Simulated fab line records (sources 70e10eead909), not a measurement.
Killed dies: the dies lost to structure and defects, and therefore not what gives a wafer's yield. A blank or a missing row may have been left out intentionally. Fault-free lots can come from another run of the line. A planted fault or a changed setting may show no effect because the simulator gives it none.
fab line records	flow nandHarc
[record] lots = 12	wafers = 36	lastDay = 33
route steps=1302 shown A_CHANNEL_FILL_D1@493 END@1302
lots untouched by any fault: they come from a run of this same line in which no faults occurred
startH: hours from the record's first day to the start of the lot's first wafer shown	waitH: time in hours since the lot's previous step	" identical to the entry in the row above	L1.1+2: a row that stands for several wafers	- no value, or no start was given	* or withheld: withheld	< > ~ a bound
route shown NAME@n: a module of which the file shows steps, and the number in the route of the first	usual: mean/standard deviation taken from wafers without a fault	same: alike in all rows	chamber/n: place in a boat	sites: each site's reading	_std_site: standard deviation of those values	_edge_site: outer sites' mean less inner sites'	radiusMm: for every site, how far away it sits from the centre of the wafer	mask NAME#n: copy n	behind: tool/chamber where the wafer was last shaped	hold: why the lot went on hold/how many hours it stayed there/how the hold came to an end	device: the n, p or np transistor that did not switch	end of line: tests of these same wafers at the route's end	a step without rows: its recipe alone	killed: count of dies lost to structure and defects at first sort (not the wafer's yield)	map: dies across one wafer; x = killed, . = not, _ = none there
set.NAME: the setting the step ran with; set.NAME@STEP: the setting that earlier step ran with	model.NAME: the simulator's own value behind a step, which no gauge read
a sample of lots followed through the steps of the route, with each step as a table and each wafer as a row
services: when a tool's chamber went out of use (startH, in hours from the record's first day, below 0 if earlier), for how many hours, and the reason
[[steps]]
[step NHARC_A_CHANNEL_FILL_D1_ALD_03]
[recipe] targetThkA = 60	pulseTimeS = 60	aldCycles = 58	tempC = 630	pressureTorr = 2	material = SiNx
[usual] chamberPressureTorr = 2.000/0.0046	precursorPulseHeightRel = 1.001/0.019	susceptorTempC = 630.0/0.3
lot.wafer	tool	chamber	startH	waitH	chamberPressureTorr	precursorPulseHeightRel	susceptorTempC
L526.2	aldSinBatch-02	0	-	-	2.005	0.985	629.8
L526.3	"	0	"	"	2.001	0.987	630.0
L526.6	"	0	"	"	2.009	0.981	630.1
L527.4	aldSinBatch-03	0	-	-	2.004	1.012	630.1
L527.5	"	0	"	"	1.996	1.015	630.0
L527.6	"	0	"	"	1.999	0.969	630.3
L529.2	aldSinBatch-03	0	-	-	1.998	0.973	630.3
L529.4	"	0	"	"	1.992	0.985	630.0
L529.5	"	0	"	"	2.002	1.026	630.0
L530.1	aldSinBatch-01	0	-	-	2.007	1.011	629.8
L530.3	"	0	"	"	1.999	1.011	630.1
L530.6	"	0	"	"	2.003	0.995	630.0
L534.1	aldSinBatch-03	0	-	-	1.995	0.996	629.2
L534.3	"	0	"	"	1.996	1.003	629.3
L534.5	"	0	"	"	1.999	0.981	629.8
L535.3	aldSinBatch-01	0	-	-	1.997	0.984	-
L535.5	"	0	"	"	1.999	1.052	-
L535.6	"	0	"	"	1.992	0.989	-
L537.2	aldSinBatch-01	0	-	-	1.997	0.990	630.6
L537.4	"	0	"	"	1.999	1.006	630.3
L537.5	"	0	"	"	2.000	1.004	630.1
L544.1	aldSinBatch-02	0	-	-	1.999	1.002	629.7
L544.3	"	0	"	"	1.999	0.985	629.6
L544.5	"	0	"	"	2.003	1.007	629.8
L545.1	aldSinBatch-03	0	-	-	2.003	0.986	630.3
L545.2	"	0	"	"	2.002	1.006	630.3
L545.4	"	0	"	"	2.003	0.979	629.7
L546.1	aldSinBatch-03	0	-	-	1.998	1.026	629.9
L546.2	"	0	"	"	2.001	1.012	630.2
L546.3	"	0	"	"	1.998	1.021	630.2
L547.1	aldSinBatch-02	0	-	-	1.999	0.984	-
L547.3	"	0	"	"	2.008	0.986	-
L547.4	"	0	"	"	2.003	1.010	-
L549.1	aldSinBatch-01	0	-	-	1.996	0.995	-
L549.3	"	0	"	"	2.004	0.992	-
L549.4	"	0	"	"	1.999	1.005	-
[step NHARC_A_CHANNEL_FILL_D1_ALD_14]
[recipe] targetThkA = 25	pulseTimeS = 10	aldCycles = 25	tempC = 300	material = SiO2
[usual] heaterPowerW = 494/58	precursorPulseHeightRel = 0.999/0.021	susceptorTempC = 299.99/0.19
lot.wafer	tool	chamber	startH	waitH	heaterPowerW	precursorPulseHeightRel	susceptorTempC
L526.3	aldHk-04	0	195.58	0.0	482	0.999	299.94
L526.2	"	3	"	"	423	1.012	300.03
L526.6	"	1	"	"	442	1.011	300.08
L527.4	aldHk-04	2	208.41	0.1	469	0.995	299.84
L527.5	"	0	"	"	464	1.009	299.81
L527.6	"	1	"	"	445	0.995	299.91
L529.4	aldHk-04	0	227.95	0.1	483	1.010	300.11
L529.2	"	1	"	"	451	1.019	299.79
L529.5	"	0	"	"	478	1.000	300.16
L530.3	aldHk-01	0	234.55	0.1	629	0.995	299.99
L530.1	"	2	"	"	495	0.980	300.34
L530.6	"	3	"	"	546	1.024	299.83
L534.1	aldHk-03	0	283.80	0.0	483	0.966	299.94
L534.3	"	3	"	"	406	1.013	299.98
L534.5	"	0	"	"	482	1.015	300.07
L535.3	aldHk-01	0	287.93	0.1	614	0.986	299.85
L535.6	"	3	"	"	552	1.015	300.43
L535.5	"	0	"	"	624	1.001	299.87
L537.4	aldHk-03	0	304.40	0.1	483	1.022	299.76
L537.2	"	1	"	"	549	0.988	300.01
L537.5	"	3	"	"	412	1.010	299.74
L544.3	aldHk-04	2	380.62	0.6	487	1.034	300.13
L544.1	"	1	"	"	442	0.992	300.11
L544.5	"	3	"	"	417	0.970	299.81
L546.1	aldHk-03	2	390.55	0.0	538	0.992	300.14
L546.3	"	3	"	"	410	1.016	299.93
L546.2	"	1	"	"	541	0.981	300.25
L545.2	aldHk-01	2	390.62	0.1	483	1.033	300.13
L545.4	"	3	"	"	518	0.966	299.77
L545.1	"	0	"	"	621	0.991	300.21
L547.1	aldHk-01	3	409.64	0.1	523	0.985	299.92
L547.3	"	0	"	"	634	0.991	300.11
L547.4	"	1	"	"	536	1.050	299.78
L549.3	aldHk-04	2	424.41	0.3	476	1.016	300.09
L549.4	"	3	"	"	420	0.994	300.16
L549.1	"	0	"	"	468	1.011	299.97
[step NHARC_A_CHANNEL_FILL_D1_ETCHBACK_19]
[recipe] targetDepthA = 50	timeS = 1.7	hbrFlowSccm = 150	cl2FlowSccm = 50	rfW = 400	icpW = 400	biasW = 100	chemistry = HBr/Cl2
[usual] drypumpMotorCurrentA = 5.8/0.49	oesProductAu = 0.999/0.008	rfFwdPowerW = 390.4/1.2	throttleValvePct = 26.405/0.009
lot.wafer	tool	chamber	startH	waitH	drypumpMotorCurrentA	oesProductAu	rfFwdPowerW	rfHoursCounterH	throttleValvePct
L526.2	rieSi-06	3	213.20	0.4	5.0	0.994	390.4	1.0	26.396
L526.3	"	0	"	"	5.6	0.997	390.6	1.1	26.400
L526.6	"	0	"	"	5.5	1.001	391.6	-	26.406
L527.4	rieSi-04	2	226.09	0.4	6.2	0.988	389.8	0.3	26.400
L527.6	"	1	"	"	5.8	1.001	389.6	-	26.393
L527.5	"	2	"	"	6.2	0.995	391.3	-	26.386
L529.4	rieSi-06	3	244.89	0.4	4.9	0.992	388.4	1.1	26.408
L529.2	"	0	"	"	5.6	0.993	389.8	1.3	26.395
L529.5	"	2	"	"	5.4	1.002	391.5	-	26.398
L530.1	rieSi-02	0	251.73	0.4	5.7	0.990	389.6	0.8	26.408
L530.3	"	1	"	"	5.6	0.992	388.9	0.8	26.394
L530.6	"	0	"	"	5.7	0.990	389.0	-	26.400
L534.1	rieSi-06	3	301.06	0.4	5.0	0.993	389.3	0.2	26.415
L534.3	"	0	"	"	5.5	0.994	390.7	0.3	26.417
L534.5	"	0	"	"	5.5	0.996	388.9	-	26.396
L535.3	rieSi-06	0	305.11	0.4	5.6	1.014	390.2	0.3	26.400
L535.6	"	3	"	"	5.0	0.996	391.2	-	26.397
L535.5	"	0	"	"	5.5	0.894	390.2	-	26.399
L537.2	rieSi-04	3	322.59	0.4	5.7	0.998	389.8	0.9	26.406
L537.4	"	2	"	"	6.2	1.005	389.2	0.9	26.409
L537.5	"	0	"	"	6.7	0.988	391.2	-	26.415
L544.3	rieSi-06	3	398.29	0.4	5.0	0.995	390.1	0.8	26.403
L544.1	"	0	"	"	5.6	0.999	389.6	0.8	26.406
L544.5	"	1	"	"	6.5	0.994	390.3	-	26.397
L545.4	rieSi-02	0	407.70	0.4	5.8	0.993	390.1	0.8	26.409
L545.1	"	1	"	"	5.7	0.988	389.8	0.7	26.400
L545.2	"	3	"	"	5.7	0.985	387.4	0.8	26.408
L546.3	rieSi-04	1	407.70	0.4	5.8	1.001	386.4	0.3	26.388
L546.1	"	2	"	"	6.2	0.998	390.7	0.4	26.413
L546.2	"	3	"	"	5.7	1.006	392.3	0.5	26.412
L547.4	rieSi-04	1	428.52	0.4	5.8	1.005	389.4	0.5	26.401
L547.1	"	2	"	"	6.2	1.004	391.0	0.5	26.398
L547.3	"	0	"	"	6.7	0.995	391.6	0.4	26.402
L549.1	rieSi-04	0	441.06	0.4	6.6	0.991	390.9	0.5	26.403
L549.3	"	1	"	"	5.8	1.002	390.4	0.6	26.411
L549.4	"	2	"	"	6.2	1.001	390.1	-	26.402
[step NHARC_A_CHANNEL_FILL_D1_ETCHBACK_20]
[recipe] targetDepthA = 270	timeS = 13.5	c4f8FlowSccm = withheld	o2FlowSccm = 8	arFlowSccm = withheld	rfW = 600	biasW = 1500	chemistry = C4F8/O2/Ar
[usual] oesProductAu = 0.96/0.037	rfFwdPowerW = 588/3.2	rfVppV = 979/6.2
lot.wafer	tool	chamber	startH	waitH	oesProductAu	rfFwdPowerW	rfHoursCounterH	rfVppV
L526.2	rieDiel-05	1	213.32	-	0.91	583	9.1	978
L526.3	"	3	"	"	0.92	587	9.6	972
L526.6	"	2	"	"	0.92	591	-	971
L527.4	rieDiel-05	1	226.21	-	0.99	585	9.7	979
L527.6	"	0	"	"	1.00	594	-	989
L527.5	"	1	"	"	0.99	584	-	980
L529.2	rieDiel-13	3	244.99	-	1.00	593	3.8	984
L529.5	"	3	"	"	1.00	594	-	983
L529.4	"	0	"	"	1.01	588	-	988
L530.3	rieDiel-05	2	251.86	-	1.00	590	0.2	970
L530.1	"	0	"	"	1.00	594	0.2	987
L530.6	"	2	"	"	0.98	589	-	971
L534.3	rieDiel-09	2	301.19	-	0.93	590	5.0	977
L534.1	"	3	"	"	0.92	590	4.7	970
L534.5	"	2	"	"	0.92	588	-	978
L535.3	rieDiel-09	2	305.22	-	0.92	587	5.0	977
L535.6	"	2	"	"	0.93	587	-	977
L535.5	"	3	"	"	0.92	587	-	970
L537.4	rieDiel-05	1	322.73	-	0.91	587	4.9	979
L537.2	"	2	"	"	0.92	591	5.2	970
L537.5	"	0	"	"	0.91	592	-	987
L544.1	rieDiel-09	0	398.41	-	1.00	587	4.2	984
L544.3	"	1	"	"	1.01	585	4.3	983
L544.5	"	3	"	"	1.01	590	-	972
L545.1	rieDiel-13	1	407.84	-	0.99	585	3.2	974
L545.2	"	2	"	"	0.98	586	2.9	987
L545.4	"	3	"	"	0.99	590	2.8	985
L546.2	rieDiel-09	0	407.86	-	0.99	584	4.4	983
L546.3	"	1	"	"	0.99	584	4.5	980
L546.1	"	2	"	"	1.00	590	3.5	978
L547.4	rieDiel-09	1	428.65	-	0.92	587	5.2	982
L547.3	"	3	"	"	0.94	589	4.4	971
L547.1	"	0	"	"	0.92	587	5.6	984
L549.3	rieDiel-13	3	441.20	-	0.91	589	5.2	984
L549.4	"	1	"	"	0.93	586	5.2	975
L549.1	"	2	"	"	0.92	590	4.9	986
[step NHARC_END_SORT_01]
[recipe] tempC = 25
[usual] killedAtArray = 55/17	killedAtOther = 1.1/1.4	killedAtPeriphery = 3.9/3	killedDies = 59/17	killedOpen = 3.5/2	killedShort = 2.6/1.6
[same] grossDies = 677
lot.wafer	tool	chamber	startH	waitH	killedAtArray	killedAtOther	killedAtPeriphery	killedDies	killedOpen	killedShort
L527.4	prober-01	0	583.14	3.5	57	0	4	61	5	5
L527.5	prober-01	0	583.95	3.8	60	0	1	61	1	1
L527.6	prober-01	0	584.76	4.0	54	0	1	55	1	2
L529.2	prober-01	0	591.97	2.8	51	0	3	54	5	3
L529.4	prober-01	0	593.56	3.4	38	0	2	40	2	3
L529.5	prober-01	0	594.36	3.7	28	0	5	33	2	0
L530.1	prober-01	0	611.13	2.5	32	5	14	51	1	4
L530.3	prober-01	0	612.74	3.1	60	5	14	79	4	6
L530.6	prober-01	0	615.16	4.0	47	1	15	63	5	2
L537.2	prober-02	0	668.58	2.8	49	0	4	53	1	1
L537.4	prober-02	0	670.17	3.4	56	1	3	60	4	4
L537.5	prober-02	0	670.96	3.7	60	1	4	65	1	3
L544.1	prober-02	0	737.09	2.5	67	0	6	73	5	0
L544.3	prober-02	0	738.72	3.1	76	0	5	81	2	3
L544.5	prober-02	0	740.35	3.8	73	0	7	80	3	1
L546.1	prober-01	0	752.64	2.5	45	1	3	49	7	3
L546.2	prober-01	0	753.44	2.8	32	0	1	33	1	4
L546.3	prober-01	0	754.24	3.1	27	0	6	33	5	1
// killed by level:class
L527.4 A_CHANNEL_HOLE_D2:chamberFilmFlake=24 A_CHANNEL_HOLE_D1:chamberFilmFlake=17 A_STAIRCASE:chamberFilmFlake=3 A_ONON_D2:geometricParticle:short=2 P_GATE:chamberFilmFlake=2 A_CONTACT:chamberFilmFlake=2 A_CHANNEL_FILL_D1:geometricParticle:open=1 A_CHANNEL_FILL_D1:geometricParticle:short=1
L527.5 A_CHANNEL_HOLE_D1:chamberFilmFlake=24 A_CHANNEL_HOLE_D2:chamberFilmFlake=20 A_STAIRCASE:chamberFilmFlake=5 A_DECK1_JOINT:chamberFilmFlake=3 A_ZERO_WELL:chamberFilmFlake=2 A_CHANNEL_FILL_D1:chamberFilmFlake=2 A_CONTACT:chamberFilmFlake=2 A_WL_FILL:geometricParticle:short=1
L527.6 A_CHANNEL_HOLE_D2:chamberFilmFlake=29 A_CHANNEL_HOLE_D1:chamberFilmFlake=15 A_CONTACT:chamberFilmFlake=4 A_ONON_D1:geometricParticle:short=1 A_ONON_D2:geometricParticle:short=1 A_M0:geometricParticle:open=1 P_M2:chamberFilmFlake=1 A_ZERO_WELL:chamberFilmFlake=1
L529.2 A_CHANNEL_HOLE_D1:chamberFilmFlake=27 A_CHANNEL_HOLE_D2:chamberFilmFlake=5 A_BONDPAD:chamberFilmFlake=5 A_STAIRCASE:chamberFilmFlake=4 A_ONON_D1:geometricParticle:short=2 A_M0:geometricParticle:open=2 A_CONTACT:chamberFilmFlake=2 P_M0:geometricParticle:open=1
L529.4 A_CHANNEL_HOLE_D1:chamberFilmFlake=18 A_STAIRCASE:chamberFilmFlake=6 A_CHANNEL_HOLE_D2:chamberFilmFlake=5 A_CHANNEL_FILL_D1:geometricParticle:open=2 A_BONDPAD:chamberFilmFlake=2 A_ONON_D1:geometricParticle:short=1 A_CHANNEL_FILL_D1:geometricParticle:short=1 A_SLIT:geometricParticle:short=1
L529.5 A_CHANNEL_HOLE_D1:chamberFilmFlake=15 P_GATE:chamberFilmFlake=4 A_STAIRCASE:chamberFilmFlake=4 A_CHANNEL_HOLE_D2:chamberFilmFlake=3 A_CONTACT:chamberFilmFlake=2 A_CHANNEL_FILL_D1:geometricParticle:open=1 A_M0:geometricParticle:open=1 P_STI:chamberFilmFlake=1
L530.1 A_CHANNEL_HOLE_D2:chamberFilmFlake=15 P_GATE:chamberFilmFlake=10 A_CHANNEL_HOLE_D1:chamberFilmFlake=6 A_CONTACT:chamberFilmFlake=4 THIN_TSV:chamberFilmFlake=3 A_STAIRCASE:chamberFilmFlake=2 A_SLIT:chamberFilmFlake=2 HYBRID_BOND:chamberFilmFlake=2
L530.3 A_CHANNEL_HOLE_D2:chamberFilmFlake=24 A_CHANNEL_HOLE_D1:chamberFilmFlake=10 P_GATE:chamberFilmFlake=9 A_CONTACT:chamberFilmFlake=9 A_CHANNEL_FILL_D1:chamberFilmFlake=6 THIN_TSV:chamberFilmFlake=5 A_WL_FILL:geometricParticle:short=3 P_M0:geometricParticle:open=2
L530.6 A_CHANNEL_HOLE_D2:chamberFilmFlake=23 A_CHANNEL_HOLE_D1:chamberFilmFlake=11 P_GATE:chamberFilmFlake=10 A_SLIT:chamberFilmFlake=5 A_ONON_D2:geometricParticle:short=2 A_DECK1_JOINT:chamberFilmFlake=2 P_GATE:geometricParticle:open=1 P_CONTACT:geometricParticle:open=1
L537.2 A_SLIT:chamberFilmFlake=23 A_CHANNEL_HOLE_D2:chamberFilmFlake=12 A_STAIRCASE:chamberFilmFlake=4 P_M1:chamberFilmFlake=3 A_CONTACT:chamberFilmFlake=3 A_CHANNEL_HOLE_D1:chamberFilmFlake=2 A_CHANNEL_FILL_D2:geometricParticle:open=1 A_SGD_CUT:geometricParticle:short=1
L537.4 A_SLIT:chamberFilmFlake=31 A_CHANNEL_HOLE_D2:chamberFilmFlake=14 A_DECK1_JOINT:geometricParticle:short=2 A_CHANNEL_FILL_D2:geometricParticle:open=2 P_M1:chamberFilmFlake=2 A_WL_FILL:chamberFilmFlake=2 P_M0:geometricParticle:short=1 A_CHANNEL_HOLE_D1:geometricParticle:short=1
L537.5 A_SLIT:chamberFilmFlake=33 A_CHANNEL_HOLE_D2:chamberFilmFlake=13 A_CHANNEL_HOLE_D1:chamberFilmFlake=5 P_M1:chamberFilmFlake=2 A_WL_FILL:chamberFilmFlake=2 P_CONTACT:geometricParticle:short=1 A_SOURCE_PLATE:geometricParticle:short=1 A_CHANNEL_FILL_D1:geometricParticle:short=1
L544.1 A_SLIT:chamberFilmFlake=37 A_CHANNEL_HOLE_D1:chamberFilmFlake=18 A_STAIRCASE:chamberFilmFlake=3 P_ZERO_WELL:chamberFilmFlake=2 P_M2:chamberFilmFlake=2 A_M0:chamberFilmFlake=2 P_CONTACT:geometricParticle:open=1 A_CHANNEL_HOLE_D1:geometricParticle:open=1
L544.3 A_SLIT:chamberFilmFlake=39 A_CHANNEL_HOLE_D1:chamberFilmFlake=25 A_STAIRCASE:chamberFilmFlake=4 A_WL_FILL:chamberFilmFlake=3 A_CHANNEL_HOLE_D1:geometricParticle:short=2 P_BONDPAD:chamberFilmFlake=2 P_M1:geometricParticle:open=1 A_ONON_D1:geometricParticle:short=1
L544.5 A_SLIT:chamberFilmFlake=37 A_CHANNEL_HOLE_D1:chamberFilmFlake=26 P_M2:chamberFilmFlake=3 A_M0:chamberFilmFlake=3 P_CONTACT:chamberFilmFlake=2 A_STAIRCASE:chamberFilmFlake=2 A_WL_FILL:chamberFilmFlake=2 P_M0:geometricParticle:open=1
L546.1 A_CHANNEL_HOLE_D1:chamberFilmFlake=23 A_STAIRCASE:chamberFilmFlake=5 A_CONTACT:chamberFilmFlake=5 A_CHANNEL_HOLE_D2:chamberFilmFlake=3 P_M1:geometricParticle:open=2 A_WL_FILL:geometricParticle:short=2 A_SLIT:chamberFilmFlake=2 P_CONTACT:geometricParticle:open=1
L546.2 A_CHANNEL_HOLE_D1:chamberFilmFlake=17 A_STAIRCASE:chamberFilmFlake=5 A_CONTACT:chamberFilmFlake=2 A_SOURCE_PLATE:geometricParticle:short=1 A_DECK1_JOINT:geometricParticle:short=1 A_WL_FILL:geometricParticle:short=1 A_M0:geometricParticle:short=1 A_M0:geometricParticle:open=1
L546.3 A_CHANNEL_HOLE_D1:chamberFilmFlake=18 P_M1:geometricParticle:open=2 A_STAIRCASE:chamberFilmFlake=2 A_CONTACT:chamberFilmFlake=2 P_GATE:geometricParticle:open=1 A_ONON_D1:geometricParticle:short=1 A_WL_FILL:geometricParticle:open=1 A_BLC:geometricParticle:open=1
[[services]]
tool	chamber	startH	hours	kind
rieDiel-05	-	229.60	9.0	pm
rieDiel-09	1	240.36	4.9	repair
rieDiel-09	2	243.48	5.8	repair
rieSi-06	-	249.00	9.0	pm
aldHk-04	-	255.05	10.0	pm
aldHk-01	-	255.97	0.4	repair
rieDiel-09	-	270.74	13.2	repair
aldHk-01	-	296.00	10.0	pm
rieSi-06	2	308.96	9.1	repair
rieDiel-05	1	309.76	6.2	repair
rieDiel-09	1	318.38	2.7	repair
rieDiel-09	-	320.10	9.0	pm
rieDiel-09	2	331.54	8.0	repair
rieSi-04	-	342.00	9.0	pm
rieSi-06	1	372.11	6.6	repair
rieDiel-09	3	376.97	8.5	repair
rieSi-04	0	399.96	13.3	repair
rieDiel-05	-	406.87	9.0	pm
rieDiel-09	-	411.67	3.8	repair
rieSi-06	-	426.00	9.0	pm
aldHk-04	-	433.05	10.0	pm
rieDiel-09	-	436.71	0.8	repair
rieDiel-09	2	438.64	3.5	repair
rieSi-04	3	440.58	6.8	repair
[[key]]
[firstSign] step = NHARC_A_CHANNEL_FILL_D1_ETCHBACK_19	reading = oesProductAu	direction = down	sigmas = 13	usual = 0.999	struck = 0.894
effect none on later readings
metAt NHARC_A_CHANNEL_FILL_D1_ETCHBACK_19
struckLots L535
struckWafers L535.5
testerLeftOut L535
notActingAt NHARC_A_CHANNEL_FILL_D1_ALD_03,NHARC_A_CHANNEL_FILL_D1_ALD_14,NHARC_A_CHANNEL_FILL_D1_ETCHBACK_20
onsetBetween 301.06 305.11
[fault] kind = processParameterDrift	tool = rieSi-06	chamber = -	onsetH = 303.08	steps = NHARC_A_CHANNEL_FILL_D1_ETCHBACK_19	channel = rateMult	offset = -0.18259	shape = step	endH = 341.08	scope = struckWafersOnly
// testerLeftOut: of these lots the tester's yield and bins aren't shown, on N5 and GAA mostly nor the transistor test; their killed dies are dies lost to structure and defects alone, not to doping, threshold or leakage, so they don't give the yield
